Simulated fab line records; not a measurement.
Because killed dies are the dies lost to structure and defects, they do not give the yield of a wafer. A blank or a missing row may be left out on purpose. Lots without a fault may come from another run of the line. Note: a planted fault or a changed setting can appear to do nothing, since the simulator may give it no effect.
fab line records | flow n5_finfet
record: lots: 13 | wafers: 34 | last_day: 19
route steps=1938 shown BEOL_M3@984 PAD_METAL@1895 PASSIVATION@1926
lots that met no fault: from a run of the same line without faults
start_h: start of the lot's first displayed wafer, in hours after the record's first day | wait_h: hours elapsed since this lot's preceding step | " identical to the entry in the row above | L1.1+2: one row covering several wafers at once | - no value, or no start given | * or withheld: withheld | < > ~ a bound
route shown NAME@n: names a module that has steps shown in the file, with the first one's number in the route | usual: the fault-free wafers' mean and standard deviation | same: alike in all rows | chamber/n: place in a boat | sites: per-site readings | _std_site: standard deviation of those values | _edge_site: mean of outer sites minus mean of inner sites | radius_mm: for every site, how far away it sits from the centre of the wafer | mask NAME#n: copy n | behind: the tool/chamber that last shaped the wafer | hold: the reason the lot was held/the length of the hold in hours/how it ended | device: which transistor (n, p or np) failed to switch | end of line: the same wafers' tests at the end of the route | a step without rows: its recipe alone | killed: the dies lost at the first sort to structure and to defects; this is not the yield of the wafer | map: dies across one wafer; x = killed, . = not, _ = none there
set.NAME: setting as actually run; set.NAME@STEP: the setting as run at that earlier step | model.NAME: the simulator's own value behind a step, which no gauge read
route steps across a sampled set of lots; one table per step, one row per wafer
services: a tool's chamber out of use, with start hour (start_h, from the record's first day; less than 0 if before it), hours out, and reason
== steps ==
step: N5_BEOL_M3_HM_STRIP_39
recipe: chemistry: peroxide_tin_strip | material: TiN | target_depth_a: 250 | temp_c: 50 | time_s: 158
usual: bath_guard_temp_C: 50.0/0.68
lot.wafer | tool         | chamber | start_h | wait_h | bath_guard_temp_C
L976.2    | wet_bench-02 | 4       | 156.75  | 0.0    | 49.2
L976.3    | "            | 5       | "       | "      | 49.9
L976.5    | "            | 3       | "       | "      | 50.0
L977.3    | wet_bench-05 | 5       | 160.64  | 0.0    | 50.5
L977.4    | "            | 2       | "       | "      | 50.4
L979.1    | wet_bench-05 | 5       | 204.69  | 0.0    | 50.3
L979.5    | "            | 4       | "       | "      | 50.4
L980.2    | wet_bench-05 | 5       | 216.35  | 0.0    | 50.0
L980.3    | "            | 4       | "       | "      | 50.4
L980.6    | "            | 3       | "       | "      | 50.4
L978.1    | wet_bench-05 | 3       | 223.85  | 0.0    | 51.1
L978.5    | "            | 5       | "       | "      | 50.0
L978.6    | "            | 4       | "       | "      | 50.4
L985.1    | wet_bench-05 | 0       | 227.41  | 0.0    | 51.7
L985.2    | "            | 7       | "       | "      | 48.8
L985.5    | "            | 3       | "       | "      | 50.8
L990.1    | wet_bench-01 | 0       | 252.78  | 0.0    | 50.2
L990.4    | "            | 4       | "       | "      | 50.5
L995.1    | wet_bench-02 | 2       | 294.62  | 0.0    | 50.1
L995.3    | "            | 7       | "       | "      | 49.5
L992.1    | wet_bench-02 | 1       | 297.93  | 0.0    | 49.2
L992.2    | "            | 0       | "       | "      | 50.7
L992.4    | "            | 6       | "       | "      | 49.7
L996.1    | wet_bench-02 | 3       | 300.28  | 0.0    | 49.6
L996.2    | "            | 6       | "       | "      | 49.6
L996.5    | "            | 2       | "       | "      | 50.3
L997.1    | wet_bench-01 | 2       | 303.29  | 0.0    | 50.6
L997.5    | "            | 5       | "       | "      | 50.2
L997.6    | "            | 4       | "       | "      | 50.1
L998.3    | wet_bench-01 | 6       | 308.70  | 0.0    | 50.6
L998.5    | "            | 5       | "       | "      | 50.3
L998.6    | "            | 2       | "       | "      | 50.8
L999.1    | wet_bench-05 | 2       | 308.82  | 0.0    | 50.0
L999.4    | "            | 1       | "       | "      | 49.3
step: N5_PASSIVATION_SPUTTER_20
recipe: material: TaN | target_thk_a: 500 | temp_c: 25 | chamber_pressure_pa: 0.4
usual: throttle_valve_pct: 29.7/1.4
lot.wafer | tool           | chamber | start_h | wait_h | throttle_valve_pct
L976.2    | pvd_sputter-03 | -       | 280.41  | 0.0    | 28.9
L976.3    | "              | -       | "       | "      | 29.2
L976.5    | "              | -       | "       | "      | 29.1
L977.3    | pvd_sputter-02 | -       | 286.26  | 0.0    | 31.1
L977.4    | "              | -       | "       | "      | 29.9
L980.2    | pvd_sputter-02 | -       | 326.62  | 0.0    | 31.2
L980.3    | "              | -       | "       | "      | 30.4
L980.6    | "              | -       | "       | "      | 31.1
L979.1    | pvd_sputter-01 | -       | 330.37  | 0.0    | 31.1
L979.5    | "              | -       | "       | "      | 32.9
L978.1    | pvd_sputter-03 | -       | 340.34  | 0.0    | 29.1
L978.5    | "              | -       | "       | "      | 28.8
L978.6    | "              | -       | "       | "      | 29.1
L985.1    | pvd_sputter-01 | -       | 340.53  | 0.0    | 32.6
L985.2    | "              | -       | "       | "      | 30.5
L985.5    | "              | -       | "       | "      | 31.1
L990.1    | pvd_sputter-02 | -       | 386.48  | 0.0    | 30.2
L990.4    | "              | -       | "       | "      | 31.2
L995.1    | pvd_sputter-03 | -       | 412.01  | 0.0    | 29.3
L995.3    | "              | -       | "       | "      | 28.1
L992.1    | pvd_sputter-03 | -       | 422.30  | 0.0    | 27.9
L992.2    | "              | -       | "       | "      | 29.2
L992.4    | "              | -       | "       | "      | 29.3
L996.1    | pvd_sputter-03 | -       | 422.80  | 0.0    | 28.9
L996.2    | "              | -       | "       | "      | 29.9
L996.5    | "              | -       | "       | "      | 28.9
L997.1    | pvd_sputter-03 | -       | 432.51  | 0.0    | 29.7
L997.5    | "              | -       | "       | "      | 28.8
L997.6    | "              | -       | "       | "      | 27.9
L999.1    | pvd_sputter-02 | -       | 455.21  | 0.0    | 31.6
L999.4    | "              | -       | "       | "      | 30.2
L998.3    | pvd_sputter-01 | -       | 455.56  | 0.0    | 28.3
L998.5    | "              | -       | "       | "      | 28.6
L998.6    | "              | -       | "       | "      | 30.6
step: N5_PASSIVATION_OVL_MEAS_66
recipe: points_per_wafer: 44
usual: PASS_OPEN_OVL: 0/6
lot.wafer | tool       | chamber | start_h | wait_h | PASS_OPEN_OVL[nm]
L976.2    | overlay-02 | 0       | 283.03  | 0.0    | 11
L976.3    | "          | 0       | "       | "      | 15
L976.5    | "          | 0       | "       | "      | 10
L977.3    | overlay-01 | 0       | 288.74  | 0.0    | -4
L977.4    | "          | 0       | "       | "      | 2
L980.2    | overlay-01 | 0       | 328.97  | 0.0    | -5
L980.3    | "          | 0       | "       | "      | -4
L980.6    | "          | 0       | "       | "      | -8
L979.1    | overlay-01 | 0       | 332.83  | 0.0    | 10
L979.5    | "          | 0       | "       | "      | 11
L978.1    | overlay-02 | 0       | 344.67  | 0.0    | -2
L978.5    | "          | 0       | "       | "      | -1
L978.6    | "          | 0       | "       | "      | -14
L985.1    | overlay-02 | 0       | 344.71  | 0.0    | 0
L985.2    | "          | 0       | "       | "      | 4
L985.5    | "          | 0       | "       | "      | -2
L990.1    | overlay-02 | 0       | 389.07  | 0.0    | 14
L990.4    | "          | 0       | "       | "      | 9
L995.1    | overlay-02 | 0       | 414.48  | 0.0    | 3
L995.3    | "          | 0       | "       | "      | -1
L992.1    | overlay-02 | 0       | 425.26  | 0.0    | 0
L992.2    | "          | 0       | "       | "      | 12
L992.4    | "          | 0       | "       | "      | -2
L996.1    | overlay-02 | 0       | 425.42  | 0.0    | -6
L996.2    | "          | 0       | "       | "      | 0
L996.5    | "          | 0       | "       | "      | -2
L997.1    | overlay-01 | 0       | 435.00  | 0.0    | 4
L997.5    | "          | 0       | "       | "      | 3
L997.6    | "          | 0       | "       | "      | -5
L999.1    | overlay-01 | 0       | 457.78  | 0.0    | 5
L999.4    | "          | 0       | "       | "      | 4
L998.3    | overlay-02 | 0       | 457.96  | 0.0    | 2
L998.5    | "          | 0       | "       | "      | 1
L998.6    | "          | 0       | "       | "      | -2
step: N5_PASSIVATION_PROBE_49
usual: defect_limited_yield: 91.2/1.4 | killed_at_M0_to_M3: 34/9.3 | killed_at_M4_up: 14/5.9 | killed_at_contacts: 14/5.7 | killed_at_front_end: 38/10 | killed_at_other: 4/3.2 | killed_dies: 104/17 | killed_open: 67/13 | killed_short: 33/6.9 | sort_bin_5_function: 5.2/1 | sort_bin_6_memory: 3.3/0.61 | sort_bin_8_speed: 0.3/1.8 | sort_n_pass: 1069/52
same: gross_dies: 1180 | killed_at_back_side: 0 | sort_bin_4_leakage[%]: 0
lot.wafer | tool      | chamber | start_h | wait_h | defect_limited_yield[%] | killed_at_M0_to_M3 | killed_at_M4_up | killed_at_contacts | killed_at_front_end | killed_at_other | killed_dies | killed_open | killed_short | sort_bin_5_function[%] | sort_bin_6_memory[%] | sort_bin_8_speed[%] | sort_n_pass
L980.2    | prober-01 | -       | 332.20  | 0.1    | 84.5                    | 70                 | 17              | 58                 | 32                  | 6               | 183         | 66          | 36           | 11.1                   | 3.5                  | 0                   | 997
L980.3    | prober-01 | -       | 332.25  | 0.1    | 84.5                    | 127                | 14              | 13                 | 27                  | 2               | 183         | 51          | 30           | 10.7                   | 3.4                  | 0                   | 997
L980.6    | prober-01 | -       | 332.40  | 0.3    | 86.8                    | 114                | 4               | 10                 | 26                  | 2               | 156         | 45          | 17           | 8.1                    | 3.9                  | 0                   | 1021
L978.1    | prober-02 | -       | 349.74  | 0.8    | 83.1                    | 126                | 11              | 11                 | 41                  | 10              | 199         | 57          | 40           | 11.4                   | 4.2                  | 0                   | 981
L978.5    | prober-02 | -       | 349.94  | 1.0    | 89.5                    | 73                 | 11              | 3                  | 35                  | 2               | 124         | 49          | 26           | 6.2                    | 3.4                  | 0                   | 1056
L978.6    | prober-02 | -       | 349.99  | 1.0    | 85.2                    | 126                | 8               | 9                  | 31                  | 1               | 175         | 55          | 23           | 8.7                    | 4.9                  | 0                   | 1005
L985.1    | prober-01 | -       | 350.39  | 0.9    | 85.0                    | 123                | 5               | 8                  | 41                  | 0               | 177         | 53          | 36           | 9.1                    | 5.0                  | 0.2                 | 1002
L985.2    | prober-01 | -       | 350.44  | 1.0    | 85.2                    | 96                 | 22              | 13                 | 41                  | 3               | 175         | 79          | 32           | 10.1                   | 4.2                  | 0                   | 1005
L985.5    | prober-01 | -       | 350.59  | 1.1    | 83.9                    | 123                | 7               | 22                 | 37                  | 1               | 190         | 66          | 33           | 10.9                   | 3.8                  | 0                   | 990
killed by level:class
L980.2 BEOL_M3:unspecified=44 MOL_CONTACT_COAG:area_etch=35 MOL_CONTACT_COAG:geometric_particle:open=16 STI_FIN_REVEAL:geometric_particle:open=14 BEOL_M0_SAQP:geometric_particle:short=12 MOL_CONTACT_COAG:geometric_particle:short=6 FIN_SAQP:geometric_particle:open=5 BEOL_M5:geometric_particle:open=4
L980.3 BEOL_M3:unspecified=100 MOL_CONTACT_COAG:geometric_particle:open=9 BEOL_M4:geometric_particle:open=7 FIN_SAQP:geometric_particle:short=5 DUMMY_GATE:geometric_particle:open=5 BEOL_M3:geometric_particle:open=5 BEOL_M0_SAQP:geometric_particle:open=5 GATE_CUT:geometric_particle:short=4
L980.6 BEOL_M3:unspecified=92 MOL_CONTACT_COAG:geometric_particle:open=10 BEOL_M3:geometric_particle:open=8 GATE_CUT:geometric_particle:short=5 ILD0:geometric_particle:open=4 BEOL_M0_SAQP:geometric_particle:short=4 BEOL_M0_SAQP:geometric_particle:open=4 STARTING-WAFER:geometric_particle:open=4
L978.1 BEOL_M3:unspecified=94 FIN_SAQP:geometric_particle:short=16 FIN_SAQP:geometric_particle:open=14 MOL_CONTACT_COAG:geometric_particle:open=9 BEOL_M0_SAQP:geometric_particle:open=6 BEOL_M2:geometric_particle:open=6 PASSIVATION:area_etch=6 GATE_CUT:geometric_particle:short=4
L978.5 BEOL_M3:unspecified=45 FIN_SAQP:geometric_particle:open=13 FIN_SAQP:geometric_particle:short=6 BEOL_M1:geometric_particle:open=6 BEOL_M3:geometric_particle:open=6 BEOL_M0_SAQP:geometric_particle:short=5 DUMMY_GATE:geometric_particle:open=3 BEOL_M0_SAQP:geometric_particle:open=3
L978.6 BEOL_M3:unspecified=94 FIN_SAQP:geometric_particle:open=16 MOL_CONTACT_COAG:geometric_particle:open=8 FIN_SAQP:geometric_particle:short=6 BEOL_M3:geometric_particle:open=6 BEOL_M1:geometric_particle:open=5 BEOL_M0_SAQP:geometric_particle:short=4 BEOL_M2:geometric_particle:open=4
L985.1 BEOL_M3:unspecified=83 BEOL_M0_SAQP:geometric_particle:short=14 BEOL_M0_SAQP:geometric_particle:open=10 BEOL_M2:geometric_particle:open=10 STI_FIN_REVEAL:geometric_particle:open=9 FIN_SAQP:geometric_particle:short=6 MOL_CONTACT_COAG:geometric_particle:open=6 STARTING-WAFER:geometric_particle:short=5
L985.2 BEOL_M3:unspecified=60 BEOL_M0_SAQP:geometric_particle:open=14 BEOL_M4:geometric_particle:open=13 MOL_CONTACT_COAG:geometric_particle:open=11 STI_FIN_REVEAL:geometric_particle:open=9 BEOL_M0_SAQP:geometric_particle:short=7 BEOL_M2:geometric_particle:open=7 FIN_SAQP:geometric_particle:short=6
L985.5 BEOL_M3:unspecified=87 MOL_CONTACT_COAG:geometric_particle:open=19 BEOL_M0_SAQP:geometric_particle:short=14 STI_FIN_REVEAL:geometric_particle:open=12 BEOL_M0_SAQP:geometric_particle:open=8 BEOL_M4:geometric_particle:open=7 FIN_SAQP:geometric_particle:short=6 FIN_SAQP:geometric_particle:open=4
== services ==
tool           | chamber | start_h | hours | kind
pvd_sputter-01 | -       | 155.00  | 1.1   | repair
pvd_sputter-01 | -       | 161.50  | 48.4  | repair
wet_bench-05   | -       | 170.40  | 1.9   | pm
wet_bench-01   | -       | 256.58  | 1.2   | repair
wet_bench-01   | -       | 272.77  | 1.3   | repair
wet_bench-05   | -       | 349.85  | 1.6   | repair
wet_bench-02   | -       | 388.62  | 5.6   | repair
wet_bench-01   | -       | 415.65  | 0.6   | repair
== key ==
first_sign: step: N5_PASSIVATION_PROBE_49 | reading: killed_at_M0_to_M3 | direction: up | sigmas: 8 | usual: 34 | struck: 109
effect: step: N5_PASSIVATION_PROBE_49 | reading: defect_limited_yield | direction: down | sigmas: 4.1 | usual: 91.2 | struck: 85.3
more_kills_born_at: N5_BEOL_M3_HM_STRIP_39@wet_bench-05: 699
met_at N5_BEOL_M3_HM_STRIP_39
struck_lots L978,L980,L985
baseline_loss: step: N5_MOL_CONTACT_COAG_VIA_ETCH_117 | wafers: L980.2
not_acting_at N5_PASSIVATION_SPUTTER_20,N5_PASSIVATION_OVL_MEAS_66
onset_between 204.69 216.35
fault: kind: chamber_particle_source | tool: wet_bench-05 | chamber: - | onset_h: 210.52 | steps: N5_BEOL_M3_HM_STRIP_39 | rate_per_visit_cm2: 0.40582 | end_h: 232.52
baseline_loss: these wafers lose ten dies or more at that step, a loss of the line's own and not of a fault; the sort's usual values leave them out
